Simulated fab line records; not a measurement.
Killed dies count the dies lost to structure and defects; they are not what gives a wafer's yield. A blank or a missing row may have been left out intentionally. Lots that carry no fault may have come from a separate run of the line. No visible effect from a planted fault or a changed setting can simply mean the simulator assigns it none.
fab line records	flow n5Finfet
record: lots: 14	wafers: 42	lastDay: 18
route steps=1938 shown BEOL_M0_SAQP@654 BEOL_M4@1111
lots untouched by any fault: they come from a run of this same line in which no faults occurred
startH: start of the lot's first displayed wafer, in hours after the record's first day	waitH: hours elapsed since this lot's preceding step	" as in the row above	L1.1+2: a single row standing in for several wafers	- value missing, or start not given	* or withheld: withheld	< > ~ a bound
route shown NAME@n: a module of which the file shows steps, and the number in the route of the first	usual: mean/standard deviation taken from wafers without a fault	same: alike in all rows	chamber/n: place in a boat	sites: readings site by site	_std_site: the standard deviation of these	_edge_site: outer sites' mean less inner sites'	radiusMm: how far each site lies from the wafer's centre	mask NAME#n: copy n	behind: the most recent tool/chamber to have shaped the wafer	hold: why the lot went on hold/how many hours it stayed there/how the hold came to an end	device: which transistor (n, p or np) failed to switch	end of line: at the end of the route, the tests of the same wafers	a step given without rows: its recipe and nothing more	killed: not the wafer's yield, but the dies lost to structure and defects at the first sort	map: a wafer's dies, marking killed ones x, the rest . and places with no die _
set.NAME: the setting that was run; set.NAME@STEP: the one run at that earlier step	model.NAME: the simulator's own value behind a step, which no gauge read
route steps across a sampled set of lots; one table per step, one row per wafer
services: the hour from which a tool's chamber was out of use, counted from the record's first day as startH (under 0 if before that day), plus the number of hours and why
== steps ==
step: N5_BEOL_M0_SAQP_ETCH_84
recipe: chemistry: N2/H2	target: SOC	targetDepthA: 1000	overetchA: 200	maskMaterial: SiARC	tempC: 40	timeS: 150	ionEnergyEv: 200	pressureMtorr: 30	sourceW: 840	biasW: 150	n2FlowSccm: 200	h2FlowSccm: 200
usual: drypumpMotorCurrentA: 5.6/0.45	oesProductAu: 0.68/0.061	rfVppV: 524/3.3	showerheadPlenumPTorr: 2.55/0.11	throttleValvePct: 17.89/0.22
same: timeS: 150
lot.wafer	tool	chamber	startH	waitH	drypumpMotorCurrentA	oesProductAu	rfHoursCounterH	rfVppV	showerheadPlenumPTorr	throttleValvePct
L691.1	rieDiel-04	1	113.85	0.0	5.4	0.64	201	527	2.64	18.42
L691.3	"	2	"	"	5.8	0.79	34	524	2.57	17.47
L691.5	"	0	"	"	5.3	0.70	-	528	2.64	17.77
L693.3	rieDiel-06	3	122.44	0.0	6.2	0.66	209	523	2.51	17.89
L693.5	"	2	"	"	4.8	0.62	-	521	2.40	18.01
L693.6	"	1	"	"	5.6	0.72	-	518	2.38	17.82
L694.2	rieDiel-06	1	132.74	0.0	5.5	0.71	109	518	2.38	17.83
L694.4	"	0	"	"	5.6	0.67	-	526	2.63	17.99
L694.6	"	3	"	"	6.2	0.65	-	523	2.51	17.90
L700.1	rieDiel-06	3	172.47	0.0	6.2	0.63	231	523	2.50	17.93
L700.2	"	0	"	"	5.6	0.66	191	527	2.62	18.02
L700.4	"	1	"	"	5.5	0.69	127	519	2.37	17.84
L701.2	rieDiel-04	1	177.64	0.0	5.5	0.64	224	526	2.63	18.46
L701.3	"	0	"	"	5.3	0.67	170	526	2.63	17.79
L701.5	"	1	"	"	5.4	0.63	-	527	2.63	18.46
L702.1	rieDiel-06	0	187.25	0.0	5.6	0.66	195	525	2.62	18.03
L702.4	"	1	"	"	5.6	0.69	130	520	2.37	17.85
L702.6	"	3	"	"	6.2	0.63	-	523	2.50	17.93
L703.1	rieDiel-06	1	193.82	0.0	5.6	0.70	132	519	2.37	17.85
L703.4	"	0	"	"	5.6	0.65	196	526	2.62	18.04
L703.5	"	2	"	"	4.8	0.81	-	529	2.71	17.60
L706.1	rieDiel-01	1	209.06	0.0	6.4	0.68	169	523	2.54	18.05
L706.2	"	0	"	"	6.2	0.64	200	521	2.40	18.12
L706.6	"	1	"	"	6.4	0.68	-	523	2.54	18.05
L707.1	rieDiel-04	3	212.18	0.0	6.0	0.62	238	526	2.61	17.89
L707.3	"	1	"	"	5.5	0.63	234	525	2.62	18.48
L707.5	"	2	"	"	5.9	0.75	-	524	2.56	17.52
L708.1	rieDiel-06	1	225.22	0.0	5.6	0.68	141	518	2.36	17.86
L708.2	"	3	"	"	6.2	0.63	245	523	2.49	17.96
L708.6	"	1	"	"	5.5	0.68	-	519	2.36	17.87
L709.1	rieDiel-01	2	226.74	0.0	5.1	0.68	153	527	2.64	17.81
L709.4	"	3	"	"	6.0	0.61	241	524	2.51	17.89
L709.5	"	2	"	"	5.1	0.68	-	527	2.64	17.83
L711.1	rieDiel-06	2	244.95	0.0	4.8	0.79	32	528	2.70	17.66
L711.2	"	1	"	"	5.5	0.68	147	519	2.36	17.89
L711.4	"	2	"	"	4.8	0.79	-	528	2.70	17.65
L712.2	rieDiel-04	2	248.59	0.0	5.9	0.74	76	523	2.56	17.57
L712.3	"	0	"	"	5.4	0.66	193	526	2.62	17.85
L712.5	"	3	"	"	6.0	0.60	-	526	2.60	17.90
L713.1	rieDiel-06	1	254.37	0.0	5.5	0.67	150	517	2.36	17.89
L713.3	"	2	"	"	4.8	0.78	35	527	2.70	17.64
L713.5	"	2	"	"	4.8	0.79	-	529	2.70	17.65
step: N5_BEOL_M0_SAQP_CD_MEAS_25
recipe: targetCdNm: 13.1	landingEnergyEv: 1000	detector: seInlens
usual: cdNm: 12.78/0.23
lot.wafer	tool	chamber	startH	waitH	cdNm
L691.1	cdSem-02	0	115.61	0.1	12.69
L691.3	"	0	"	"	12.45
L691.5	"	0	"	"	12.75
L693.3	cdSem-03	0	123.93	0.1	12.61
L693.5	"	0	"	"	12.84
L693.6	"	0	"	"	12.67
L694.2	cdSem-02	0	134.31	0.1	12.47
L694.4	"	0	"	"	12.54
L694.6	"	0	"	"	12.78
L700.1	cdSem-03	0	174.11	0.1	12.90
L700.2	"	0	"	"	12.95
L700.4	"	0	"	"	12.30
L701.2	cdSem-02	0	179.34	0.1	12.78
L701.3	"	0	"	"	12.89
L701.5	"	0	"	"	12.80
L702.1	cdSem-03	0	188.81	0.1	12.49
L702.4	"	0	"	"	12.76
L702.6	"	0	"	"	12.85
L703.1	cdSem-03	0	195.53	0.1	13.02
L703.4	"	0	"	"	12.93
L703.5	"	0	"	"	12.27
L706.1	cdSem-03	0	211.05	0.1	12.59
L706.2	"	0	"	"	13.01
L706.6	"	0	"	"	12.65
L707.1	cdSem-01	0	214.01	0.1	12.68
L707.3	"	0	"	"	12.98
L707.5	"	0	"	"	13.26
L708.1	cdSem-02	0	226.70	0.1	12.88
L708.2	"	0	"	"	12.43
L708.6	"	0	"	"	12.94
L709.1	cdSem-03	0	228.23	0.1	13.10
L709.4	"	0	"	"	12.96
L709.5	"	0	"	"	12.60
L711.1	cdSem-03	0	246.43	0.1	13.01
L711.2	"	0	"	"	12.61
L711.4	"	0	"	"	13.24
L712.2	cdSem-01	0	250.07	0.1	12.92
L712.3	"	0	"	"	13.29
L712.5	"	0	"	"	12.87
L713.1	cdSem-02	0	255.85	0.1	13.10
L713.3	"	0	"	"	13.00
L713.5	"	0	"	"	12.73
step: N5_BEOL_M0_SAQP_MANDREL_ETCH_103
recipe: chemistry: HBr/Cl2	target: a-Si	targetDepthA: 450	btTimeS: 10	stopOn: SiCN	maskMaterial: SiO2	overEtchFrac: 0.8	timeS: 27	pressureMtorr: 10	icpW: 800	biasW: 75	HBr_flow_sccm: 150	Cl2_flow_sccm: 80	ends: endPoint
usual: drypumpMotorCurrentA: 5.8/0.34	oesProductAu: 0.684/0.011	throttleValvePct: 35.4/0.31
lot.wafer	tool	chamber	startH	waitH	drypumpMotorCurrentA	oesProductAu	rfHoursCounterH	throttleValvePct
L691.1	rieSi-05	1	116.00	0.0	5.4	0.676	128	35.8
L691.3	"	0	"	"	5.9	0.701	28	35.1
L691.5	"	1	"	"	5.4	0.674	-	35.7
L693.3	rieSi-02	3	124.11	0.0	5.3	0.691	13	35.8
L693.5	"	3	"	"	5.3	0.700	-	35.8
L693.6	"	0	"	"	5.6	0.674	-	35.1
L694.2	rieSi-06	0	134.49	0.0	6.0	0.691	51	35.0
L694.4	"	1	"	"	6.1	0.700	25	35.5
L694.6	"	3	"	"	6.2	0.683	-	35.1
L700.1	rieSi-06	2	174.29	0.0	5.4	0.669	44	35.3
L700.2	"	0	"	"	6.0	0.681	52	35.0
L700.4	"	1	"	"	6.1	0.701	26	35.4
L701.2	rieSi-06	0	179.52	0.0	6.0	0.693	52	35.0
L701.3	"	2	"	"	5.5	0.677	44	35.3
L701.5	"	3	"	"	6.2	0.690	-	35.1
L702.1	rieSi-02	2	188.99	0.0	6.4	0.685	33	35.2
L702.4	"	1	"	"	5.7	0.689	74	35.6
L702.6	"	1	"	"	5.7	0.701	-	35.6
L703.1	rieSi-05	1	195.71	0.0	5.4	0.669	130	35.8
L703.4	"	2	"	"	5.9	0.690	96	35.3
L703.5	"	0	"	"	5.9	0.702	-	35.1
L706.1	rieSi-02	3	211.23	0.0	5.3	0.693	15	35.8
L706.2	"	0	"	"	5.6	0.668	58	35.1
L706.6	"	0	"	"	5.7	0.675	-	35.0
L707.1	rieSi-05	3	214.26	0.0	6.1	0.692	86	36.0
L707.3	"	1	"	"	5.4	0.678	130	35.8
L707.5	"	0	"	"	5.9	0.695	-	35.1
L708.1	rieSi-05	0	227.05	0.0	5.9	0.697	30	35.1
L708.2	"	1	"	"	5.4	0.679	130	35.8
L708.6	"	2	"	"	5.9	0.690	-	35.3
L709.1	rieSi-02	0	228.41	0.0	5.6	0.678	58	35.1
L709.4	"	3	"	"	5.2	0.701	15	35.8
L709.5	"	3	"	"	5.2	0.706	-	35.7
L711.1	rieSi-02	1	246.61	0.0	5.7	0.689	75	35.6
L711.2	"	2	"	"	6.4	0.662	34	35.2
L711.4	"	3	"	"	5.2	0.690	16	35.8
L712.2	rieSi-02	1	250.24	0.0	5.6	0.701	75	35.6
L712.3	"	3	"	"	5.2	0.695	16	35.8
L712.5	"	0	"	"	5.7	0.680	-	35.0
L713.1	rieSi-02	3	256.02	0.0	5.2	0.689	16	35.8
L713.3	"	0	"	"	5.6	0.672	59	35.1
L713.5	"	2	"	"	6.3	0.665	-	35.2
step: N5_BEOL_M0_SAQP_SPACER2_ALD_26
recipe: material: SiO2	targetThkA: 150	tempC: 300	aldPrecursorFamily: BDEAS	aldCoReactant: O2-plasma	pulseTimeS: 1	purgeTimeS: 2	coReactantPurgeTimeS: 2	pressureTorr: 2
usual: chamberPressureTorr: 2.000/0.0049	coReactantPurgeTimeS: 2/0	heaterPowerW: 441/47	precursorPulseHeightRel: 0.999/0.018
lot.wafer	tool	chamber	startH	waitH	chamberPressureTorr	coReactantPurgeTimeS	heaterPowerW	precursorPulseHeightRel
L691.1	aldSin-02	3	117.24	0.4	2.009	2	409	1.028
L691.3	"	2	"	"	2.003	2	390	1.015
L691.5	"	2	"	"	1.998	2	399	1.015
L693.3	aldSin-01	2	126.20	1.3	1.997	2	423	1.013
L693.5	"	2	"	"	2.003	2	426	0.978
L693.6	"	1	"	"	1.995	2	456	1.001
L694.2	aldSin-02	1	135.43	0.2	2.001	2	398	1.008
L694.4	"	2	"	"	2.003	2	392	1.008
L694.6	"	1	"	"	2.003	2	389	0.965
L700.1	aldSin-01	3	175.13	0.1	-	-	-	-
L700.2	"	2	"	"	-	-	-	-
L700.4	"	3	"	"	-	-	-	-
L701.2	aldSin-02	2	182.43	2.2	-	-	-	-
L701.3	"	1	"	"	-	-	-	-
L701.5	"	3	"	"	-	-	-	-
L702.1	aldSin-04	3	190.07	0.1	1.990	2	516	0.994
L702.4	"	2	"	"	2.006	2	415	1.019
L702.6	"	3	"	"	2.002	2	525	0.973
L703.1	aldSin-02	0	196.55	0.1	1.998	2	518	1.007
L703.4	"	1	"	"	1.996	2	392	1.003
L703.5	"	0	"	"	2.001	2	519	0.986
L706.1	aldSin-02	0	212.74	0.8	2.000	2	526	0.999
L706.2	"	3	"	"	1.987	2	398	1.001
L706.6	"	1	"	"	1.999	2	385	0.994
L707.1	aldSin-04	2	215.56	0.5	1.992	2	416	0.973
L707.3	"	3	"	"	2.002	2	525	1.016
L707.5	"	3	"	"	1.999	2	508	0.980
L708.1	aldSin-02	1	228.15	0.1	2.000	2	401	0.973
L708.2	"	0	"	"	1.993	2	524	0.995
L708.6	"	3	"	"	2.000	2	407	1.035
L709.1	aldSin-02	0	229.24	0.1	2.006	2	519	0.984
L709.4	"	2	"	"	1.992	2	395	1.001
L709.5	"	1	"	"	1.993	2	398	0.992
L711.1	aldSin-02	2	247.91	0.6	1.991	2	391	1.013
L711.2	"	1	"	"	2.008	2	400	0.987
L711.4	"	3	"	"	2.002	2	420	1.009
L712.2	aldSin-04	0	251.30	0.1	2.000	2	486	1.021
L712.3	"	2	"	"	2.001	2	424	0.961
L712.5	"	2	"	"	2.002	2	425	1.022
L713.1	aldSin-01	2	256.86	0.1	1.997	2	416	0.997
L713.3	"	3	"	"	1.998	2	469	0.975
L713.5	"	3	"	"	2.004	2	457	1.000
step: N5_BEOL_M0_SAQP_CD_MEAS_29
recipe: targetCdNm: 14.4	landingEnergyEv: 1000	detector: seInlens
usual: cdNm: 15.08/0.21
lot.wafer	tool	chamber	startH	waitH	cdNm
L691.1	cdSem-02	0	117.99	0.1	15.15
L691.3	"	0	"	"	15.02
L691.5	"	0	"	"	15.59
L693.3	cdSem-02	0	126.95	0.1	15.16
L693.5	"	0	"	"	14.95
L693.6	"	0	"	"	15.48
L694.2	cdSem-02	0	136.18	0.1	15.09
L694.4	"	0	"	"	15.20
L694.6	"	0	"	"	15.32
L700.1	cdSem-02	0	176.13	0.1	-
L700.2	"	0	"	"	-
L700.4	"	0	"	"	-
L701.2	cdSem-02	0	183.19	0.1	-
L701.3	"	0	"	"	-
L701.5	"	0	"	"	-
L702.1	cdSem-01	0	190.81	0.1	15.12
L702.4	"	0	"	"	15.17
L702.6	"	0	"	"	14.70
L703.1	cdSem-01	0	197.30	0.1	15.19
L703.4	"	0	"	"	15.40
L703.5	"	0	"	"	14.96
L706.1	cdSem-01	0	213.49	0.1	14.69
L706.2	"	0	"	"	15.35
L706.6	"	0	"	"	15.04
L707.1	cdSem-03	0	216.30	0.1	14.91
L707.3	"	0	"	"	14.94
L707.5	"	0	"	"	14.76
L708.1	cdSem-02	0	228.90	0.1	15.21
L708.2	"	0	"	"	15.14
L708.6	"	0	"	"	15.17
L709.1	cdSem-02	0	230.00	0.1	15.10
L709.4	"	0	"	"	14.91
L709.5	"	0	"	"	14.92
L711.1	cdSem-01	0	248.65	0.1	14.61
L711.2	"	0	"	"	15.44
L711.4	"	0	"	"	15.09
L712.2	cdSem-01	0	252.04	0.1	14.98
L712.3	"	0	"	"	14.71
L712.5	"	0	"	"	14.86
L713.1	cdSem-03	0	257.60	0.1	15.38
L713.3	"	0	"	"	15.00
L713.5	"	0	"	"	15.34
step: N5_BEOL_M4_RC_MEAS_101
usual: DIBL_N: 35.9/1.8	DIBL_P: 36.2/2	IOFF_N: 0.16/0.031	IOFF_P: 0.22/0.041	ION_N: 676/11	ION_P: 465/8.5	SS_N: 71.4/0.64	SS_P: 73.2/0.7	VT_N: 250/3.5	VT_P: -250/3.9
lot.wafer	tool	chamber	startH	waitH	DIBL_N[mV/V]	DIBL_P[mV/V]	IOFF_N[nA/um]	IOFF_P[nA/um]	ION_N[uA/um]	ION_P[uA/um]	SS_N[mV/dec]	SS_P[mV/dec]	VT_N[mV]	VT_P[mV]
L691.1	prober-02	0	172.36	0.0	35.3	37.7	0.15	0.21	681	472	70.8	73.5	250	-250
L691.3	"	0	"	"	34.0	35.3	0.13	0.18	657	456	70.9	73.1	253	-252
L691.5	"	0	"	"	35.9	37.8	0.16	0.22	688	467	70.8	73.5	251	-249
L693.3	prober-02	0	189.02	0.3	32.6	34.6	0.12	0.18	668	462	70.5	72.7	254	-248
L693.5	"	0	"	"	29.3	29.7	0.08	0.12	652	450	70.0	71.0	260	-254
L693.6	"	0	"	"	34.5	34.9	0.14	0.18	655	451	71.0	71.9	252	-251
L694.2	prober-01	0	195.17	0.2	36.8	36.1	0.18	0.25	681	471	72.3	73.8	249	-244
L694.4	"	0	"	"	36.2	35.4	0.15	0.24	673	474	71.4	74.1	250	-245
L694.6	"	0	"	"	34.8	34.8	0.15	0.23	678	472	71.2	73.0	249	-247
L702.1	prober-02	0	243.81	0.0	35.2	36.3	0.16	0.22	689	471	71.2	74.0	249	-249
L702.4	"	0	"	"	35.5	36.5	0.17	0.22	673	463	71.4	74.3	247	-249
L702.6	"	0	"	"	32.4	32.3	0.11	0.17	650	456	71.5	72.7	256	-249
L703.1	prober-01	0	252.03	0.0	34.1	35.4	0.15	0.19	672	461	70.4	73.0	250	-252
L703.4	"	0	"	"	33.9	34.9	0.13	0.18	663	459	71.3	72.6	251	-253
L703.5	"	0	"	"	32.4	33.7	0.12	0.16	674	463	70.7	72.8	251	-255
L706.1	prober-01	0	266.56	0.0	37.0	35.9	0.19	0.23	682	465	72.1	72.8	244	-248
L706.2	"	0	"	"	35.4	35.0	0.14	0.20	678	468	72.1	72.6	251	-251
L706.6	"	0	"	"	36.2	35.4	0.16	0.21	671	462	72.0	73.4	250	-251
L707.1	prober-01	0	269.86	0.0	37.3	38.5	0.21	0.24	689	464	72.4	74.3	245	-249
L707.3	"	0	"	"	36.9	37.9	0.20	0.23	689	468	71.9	74.2	244	-251
L707.5	"	0	"	"	38.6	39.0	0.22	0.24	691	463	71.9	74.4	246	-250
L708.1	prober-02	0	284.66	0.0	36.1	35.7	0.13	0.20	661	461	70.1	73.6	252	-250
L708.2	"	0	"	"	42.1	43.3	0.29	0.37	712	481	71.9	74.9	239	-239
L708.6	"	0	"	"	37.3	37.6	0.16	0.25	677	469	70.5	74.3	250	-246
L709.1	prober-01	0	290.67	0.0	38.3	40.2	0.22	0.28	679	470	72.5	74.3	247	-245
L709.4	"	0	"	"	38.3	39.0	0.20	0.26	685	476	72.2	73.0	246	-246
L709.5	"	0	"	"	37.5	37.9	0.18	0.24	678	464	72.2	73.7	248	-247
L711.1	prober-01	0	303.26	0.0	36.2	34.7	0.17	0.22	680	459	71.8	73.0	247	-251
L711.2	"	0	"	"	34.7	33.7	0.14	0.20	669	466	71.2	72.9	249	-251
L711.4	"	0	"	"	34.8	33.1	0.15	0.19	662	458	71.2	71.8	250	-250
L712.2	prober-02	0	308.80	0.2	35.1	35.2	0.14	0.21	684	470	71.1	72.6	247	-248
L712.3	"	0	"	"	37.9	37.1	0.18	0.24	691	473	71.3	74.2	248	-248
L712.5	"	0	"	"	37.0	36.8	0.16	0.24	678	470	71.6	73.5	248	-248
L713.1	prober-02	0	321.11	0.0	35.7	35.5	0.13	0.15	676	456	70.6	73.4	250	-258
L713.3	"	0	"	"	35.4	35.8	0.13	0.15	678	464	70.6	72.5	254	-259
L713.5	"	0	"	"	35.6	36.1	0.14	0.15	675	452	71.2	73.0	249	-256
== services ==
tool	chamber	startH	hours	kind
aldSin-01	0	103.30	121.1	repair
rieDiel-01	0	107.52	8.7	repair
rieDiel-06	2	130.38	-	clean
rieDiel-06	2	130.38	-	consumableReplace:focusRing
rieDiel-06	2	130.38	-	consumableReplace:showerhead
rieDiel-06	2	130.38	17.2	scheduledDown
rieDiel-06	2	130.38	17.2	ventCycle
rieDiel-01	-	142.97	28.1	pm
rieDiel-06	-	151.78	0.2	repair
aldSin-01	1	168.50	92.3	repair
rieSi-02	1	170.44	7.1	repair
rieSi-05	-	175.82	15.6	pm
aldSin-04	1	178.87	152.3	repair
rieSi-05	1	196.19	7.8	repair
rieSi-06	0	239.33	6.8	repair
rieDiel-06	3	242.81	-	clean
rieDiel-06	3	242.81	-	consumableReplace:focusRing
rieDiel-06	3	242.81	17.0	scheduledDown
rieDiel-06	3	242.81	17.0	ventCycle
rieDiel-01	2	244.51	16.5	repair
rieSi-06	-	248.15	4.3	pm
aldSin-04	-	250.48	0.3	repair
rieDiel-04	3	251.21	-	clean
rieSi-05	1	256.31	2.0	repair
== key ==
firstSign: step: N5_BEOL_M0_SAQP_SPACER2_ALD_26	reading: toolRecord	direction: missing
effect: step: N5_BEOL_M0_SAQP_CD_MEAS_29	reading: cdNm	direction: missing
metAt N5_BEOL_M0_SAQP_SPACER2_ALD_26
struckLots L700,L701
laterRowsLeftOut L700.1,L700.2,L700.4,L701.2,L701.3,L701.5
sortLeftOut L700.1,L700.2,L700.4,L701.2,L701.3,L701.5
notActingAt N5_BEOL_M0_SAQP_ETCH_84,N5_BEOL_M0_SAQP_CD_MEAS_25,N5_BEOL_M0_SAQP_MANDREL_ETCH_103
onsetBetween 135.43 175.13
fault: kind: skippedStepWhole	tool: aldSin-01,aldSin-02	chamber: -	onsetH: 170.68	steps: N5_BEOL_M0_SAQP_SPACER2_ALD_26	scope: struckLotsOnly
sortLeftOut: the simulated sort isn't trusted on such a fault, so these wafers' sort isn't shown, and their yield isn't known
laterRowsLeftOut: the simulator's readings of these wafers behind a module that went badly wrong aren't trusted and aren't shown, but for the sort
